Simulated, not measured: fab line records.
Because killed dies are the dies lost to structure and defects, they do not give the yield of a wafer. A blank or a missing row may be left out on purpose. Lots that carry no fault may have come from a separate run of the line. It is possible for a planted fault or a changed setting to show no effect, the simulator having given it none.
The tool behind it: which one? -- flow n5_finfet -- Sampling: 9 lots, 27 wafers, 5 of 1938 route steps

== WHAT EACH GAUGE READ, for each wafer ==
N5_BEOL_M4_RC_MEAS_101. Usual: DIBL_N 36.4 mV/V, standard deviation 1.3; DIBL_P 36.5 mV/V, standard deviation 1.7; IOFF_N 0.154 nA/um, standard deviation 0.022; IOFF_P 0.202 nA/um, standard deviation 0.025; ION_N 671 uA/um, standard deviation 9.8; ION_P 460 uA/um, standard deviation 6.8; SS_N 71.6 mV/dec, standard deviation 0.54; SS_P 73.4 mV/dec, standard deviation 0.58; VT_N 250.9 mV, standard deviation 2.8; VT_P -251.4 mV, standard deviation 2.7.
lot,measured,on,DIBL_N (mV/V),DIBL_P (mV/V),IOFF_N (nA/um),IOFF_P (nA/um),ION_N (uA/um),ION_P (uA/um),SS_N (mV/dec),SS_P (mV/dec),VT_N (mV),VT_P (mV),flag
L302,day 8 07:36,prober-02,37.7 34.9 37.6,38.0 34.4 37.3,0.170 0.125 0.170,0.216 0.167 0.201,667 657 672,457 453 456,71.6 70.8 71.3,74.3 73.3 74.2,249.1 255.3 251.2,-252.6 -256.2 -253.2,
L304,day 8 10:06,prober-02,36.4 38.7 38.6,36.5 38.8 38.8,0.135 0.172 0.176,0.171 0.203 0.202,662 678 676,448 453 450,70.7 71.6 71.8,72.7 74.2 73.7,251.5 247.7 247.2,-255.8 -253.6 -253.1,
L306,day 9 13:07,prober-02,37.8 36.2 36.0,37.6 35.6 35.5,0.182 0.152 0.147,0.234 0.199 0.197,680 684 681,470 466 466,71.4 70.8 71.3,73.9 73.4 73.8,247.4 249.2 248.4,-247.5 -249.2 -248.3,
L308,day 10 06:40,prober-02,36.6 35.6 35.2,37.3 35.2 35.7,0.159 0.135 0.135,0.232 0.194 0.200,669 664 669,466 461 471,71.8 71.9 70.7,74.1 73.4 73.5,250.7 253.0 251.4,-248.4 -250.1 -249.6,
L313,day 10 14:43,prober-02,36.2 35.1 34.2,36.7 35.4 33.9,0.164 0.143 0.132,0.205 0.187 0.176,681 671 671,464 459 458,71.7 71.8 71.3,72.6 72.5 72.5,250.9 252.5 251.3,-250.8 -251.6 -253.4,
L316,day 12 01:38,prober-01,33.6 34.6 35.3,33.9 35.4 36.2,0.125 0.136 0.144,0.181 0.197 0.205,662 671 667,457 463 457,70.7 71.0 71.8,72.4 73.3 73.4,255.2 252.1 253.1,-250.4 -249.0 -250.7,
L320,day 13 07:52,prober-01,37.1 37.6 37.2,35.6 37.3 37.7,0.163 0.188 0.193,0.198 0.241 0.248,661 676 687,449 463 469,71.9 71.9 71.4,73.7 74.4 73.6,250.8 244.2 246.1,-252.9 -245.9 -245.7,
L321,day 12 23:37,prober-02,38.7 37.7 38.3,40.7 40.3 41.4,0.203 0.184 0.213,0.250 0.238 0.267,671 675 679,462 457 461,73.0 72.1 72.4,74.1 74.4 73.9,248.8 249.9 248.1,-248.9 -249.7 -247.8,
L323,day 13 17:35,prober-01,36.1 37.4 37.3,37.4 38.9 38.9,0.157 0.189 0.187,0.192 0.220 0.211,677 685 669,453 465 455,71.5 71.6 71.8,73.3 74.2 73.7,247.4 245.6 248.7,-252.0 -250.3 -251.6,

== EACH LOT AND THE TOOL THAT RAN IT (in order: tool; ch and the chambers of the sampled wafers; start) ==
lot,N5_ZERO_LAYER_DESCUM_16,N5_ZERO_LAYER_ETCH_17,N5_PMOS_HMC_CHANNEL_EPI_ETCH_38,N5_PMOS_HMC_CHANNEL_EPI_EPI_26
L302,"rie_diel-04 ch 1,2,3, day 2 00:43","rie_diel-04 ch 1,2,3, day 2 00:44","rie_si-06 ch 1,2,3, day 2 05:55","epi_rpcvd-04 ch 0, day 2 08:16"
L304,"rie_diel-01 ch 0,2, day 2 12:42","rie_diel-01 ch 0,2, day 2 12:44","rie_si-04 ch 1,2, day 2 17:25","epi_rpcvd-02 ch 0, day 2 19:27"
L306,"rie_diel-01 ch 0,1,3, day 3 00:42","rie_diel-01 ch 0,1,3, day 3 00:44","rie_si-06 ch 0,3, day 3 05:31","epi_rpcvd-04 ch 0, day 3 07:32"
L308,"rie_diel-01 ch 0,2, day 3 12:49","rie_diel-01 ch 0,2, day 3 12:50","rie_si-02 ch 0,1,2, day 3 17:42","epi_rpcvd-02 ch 0, day 3 20:02"
L313,"rie_diel-04 ch 0,2,3, day 4 18:41","rie_diel-04 ch 0,2,3, day 4 18:43","rie_si-04 ch 1,2,3, day 4 23:23","epi_rpcvd-02 ch 0, day 5 01:19"
L316,"rie_diel-03 ch 0,1, day 5 12:48","rie_diel-03 ch 0,1, day 5 12:50","rie_si-06 ch 0,1,3, day 5 17:44","epi_rpcvd-01 ch 0, day 5 19:46"
L320,"rie_diel-04 ch 0,1,3, day 6 12:56","rie_diel-04 ch 0,1,3, day 6 12:58","rie_si-04 ch 0,1, day 6 17:55","epi_rpcvd-02 ch 0, day 6 20:01"
L321,"rie_diel-03 ch 0,1, day 6 19:11","rie_diel-03 ch 0,1, day 6 19:14","rie_si-04 ch 1,2,3, day 6 23:58","epi_rpcvd-04 ch 0, day 7 02:26"
L323,"rie_diel-04 ch 0,1,3, day 7 07:07","rie_diel-04 ch 0,1,3, day 7 07:09","rie_si-06 ch 0,1,2, day 7 12:26","epi_rpcvd-02 ch 0, day 7 14:47"
- N5_ZERO_LAYER_DESCUM_16: chemistry O2, time 7.9 s.
- N5_ZERO_LAYER_ETCH_17: etches SiO2 in CF4, target depth 12 nm, time 13.3 s.
- N5_PMOS_HMC_CHANNEL_EPI_ETCH_38: etches SiO2 in CF4, target depth 1.5 nm.
- N5_PMOS_HMC_CHANNEL_EPI_EPI_26: deposits Si from SiH4/H2, target thk 3.8 nm, time 22.7 s.

== AS READ BY THE TOOLS THEMSELVES (means over the sampled wafers that have a number; for cases with no such wafer, the mark the record gives instead) ==
N5_ZERO_LAYER_DESCUM_16. Usual: drypump_motor_current_A 5.7 A, standard deviation 0.42; oes_product_au 0.79 a.u., standard deviation 0.1; rf_vpp_V 243.4 V, standard deviation 1.5; showerhead_plenum_p_Torr 2.11 Torr, standard deviation 0.082; throttle_valve_pct 20.45 %, standard deviation 0.19.
lot,tool,drypump_motor_current_A (A),oes_product_au (a.u.),rf_vpp_V (V),showerhead_plenum_p_Torr (Torr),throttle_valve_pct (%),flag
L302,rie_diel-04,6.0,0.79,243.0,2.08,20.40,
L304,rie_diel-01,5.4,0.80,243.6,2.13,20.48,
L306,rie_diel-01,5.5,0.87,243.3,2.12,20.36,
L308,rie_diel-01,5.3,0.86,244.1,2.18,20.45,
L313,rie_diel-04,6.0,0.71,243.4,2.11,20.55,
L316,rie_diel-03,5.7,0.85,243.3,2.09,20.43,
L320,rie_diel-04,6.0,0.75,243.1,2.06,20.38,
L321,rie_diel-03,5.7,0.83,242.3,2.09,20.43,
L323,rie_diel-04,6.0,0.75,242.2,2.06,20.40,

N5_ZERO_LAYER_ETCH_17. Usual: bias_w 215.0 W (standard deviation 0.68); cf4_flow_sccm 100.0 sccm (standard deviation 0.31); drypump_motor_current_A 5.7 A (standard deviation 0.42); oes_product_au 0.79 a.u. (standard deviation 0.1); rf_vpp_V 949 V (standard deviation 5); showerhead_plenum_p_Torr 2.16 Torr (standard deviation 0.079); throttle_valve_pct 15.67 % (standard deviation 0.23).
lot,tool,bias_w (W),cf4_flow_sccm (sccm),drypump_motor_current_A (A),oes_product_au (a.u.),rf_vpp_V (V),showerhead_plenum_p_Torr (Torr),throttle_valve_pct (%),flag
L302,rie_diel-04,215.3,100.3,6.0,0.78,947,2.12,15.59,
L304,rie_diel-01,214.9,99.9,5.4,0.80,951,2.18,15.68,
L306,rie_diel-01,214.9,100.0,5.5,0.87,950,2.16,15.51,
L308,rie_diel-01,215.2,100.4,5.2,0.86,953,2.22,15.58,
L313,rie_diel-04,214.6,100.0,6.0,0.71,949,2.16,15.82,
L316,rie_diel-03,214.6,100.0,5.7,0.85,948,2.14,15.61,
L320,rie_diel-04,215.4,99.6,6.0,0.75,947,2.12,15.66,
L321,rie_diel-03,214.9,100.0,5.7,0.84,947,2.13,15.64,
L323,rie_diel-04,215.1,99.9,6.0,0.75,946,2.11,15.67,

N5_PMOS_HMC_CHANNEL_EPI_ETCH_38. Usual: bias_w 400.0 W, standard deviation 1.2; cf4_flow_sccm 79.99 sccm, standard deviation 0.23; drypump_motor_current_A 5.6 A, standard deviation 0.38; he_backside_leak_sccm 2.9 sccm, standard deviation 0.31; oes_product_au 0.994 a.u., standard deviation 0.015; throttle_valve_pct 21.82 %, standard deviation 0.25.
lot,tool,bias_w (W),cf4_flow_sccm (sccm),drypump_motor_current_A (A),he_backside_leak_sccm (sccm),oes_product_au (a.u.),throttle_valve_pct (%),flag
L302,rie_si-06,400.0,79.90,5.5,3.3,1.007,21.84,
L304,rie_si-04,399.6,80.07,5.1,2.8,0.978,21.80,
L306,rie_si-06,399.9,80.02,5.6,2.9,0.998,21.93,
L308,rie_si-02,398.9,79.88,5.8,3.0,0.997,21.72,
L313,rie_si-04,400.1,80.03,5.3,2.8,0.992,21.83,
L316,rie_si-06,400.0,80.10,5.7,2.8,1.002,21.77,
L320,rie_si-04,-,-,-,-,-,-,OFF
L321,rie_si-04,-,-,-,-,-,-,OFF
L323,rie_si-06,399.7,79.90,5.7,2.6,1.016,21.80,

N5_PMOS_HMC_CHANNEL_EPI_EPI_26. Usual: throttle_valve_pct at 11.1 %, with a standard deviation of 0.39.
lot,tool,throttle_valve_pct (%),flag
L302,epi_rpcvd-04,11.5,
L304,epi_rpcvd-02,10.9,
L306,epi_rpcvd-04,11.6,
L308,epi_rpcvd-02,10.9,
L313,epi_rpcvd-02,10.7,
L316,epi_rpcvd-01,11.0,
L320,epi_rpcvd-02,10.8,
L321,epi_rpcvd-04,11.6,
L323,epi_rpcvd-02,10.7,

== THE ANSWER, worked out from the rows above alone ==
Rule: a lot is off if the mean of its wafers that have a number lies more than 3 standard deviations from the usual mean. A lot without any number at a reading at which 4 lots or more have one is off too. The other lots that the step has rows for count as sound. Order of review: gauges by route order, followed by the tools' own readings, for which a lot's mean as printed above is used. At the first step where some lot is off, the reading lying furthest off is the one used; lots without a number count as furthest.
Off, at N5_PMOS_HMC_CHANNEL_EPI_ETCH_38 on bias_w: L320, L321. Without a number there: L320, L321.
A tool fits if, at that step or a process step before it, it ran every lot that is off, and no sound lot after the first of them. One fits: rie_si-04 at N5_PMOS_HMC_CHANNEL_EPI_ETCH_38. Its last sound lot is L313 (day 4 23:23), its first lot that is off L320 (day 6 17:55): a fault that began between those two fits.
Blank at N5_PMOS_HMC_CHANNEL_EPI_ETCH_38 on the lots that are off, where sound lots have numbers: bias_w, cf4_flow_sccm, drypump_motor_current_A, he_backside_leak_sccm, oes_product_au, throttle_valve_pct.

== WHAT WAS PUT IN BY THE SIMULATOR ==
Entire step skipped (rie_si-04, N5_PMOS_HMC_CHANNEL_EPI_ETCH_38), from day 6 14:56 onward. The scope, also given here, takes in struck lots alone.
Struck lots among those shown: L321, L320. The rule above reached the same finding.
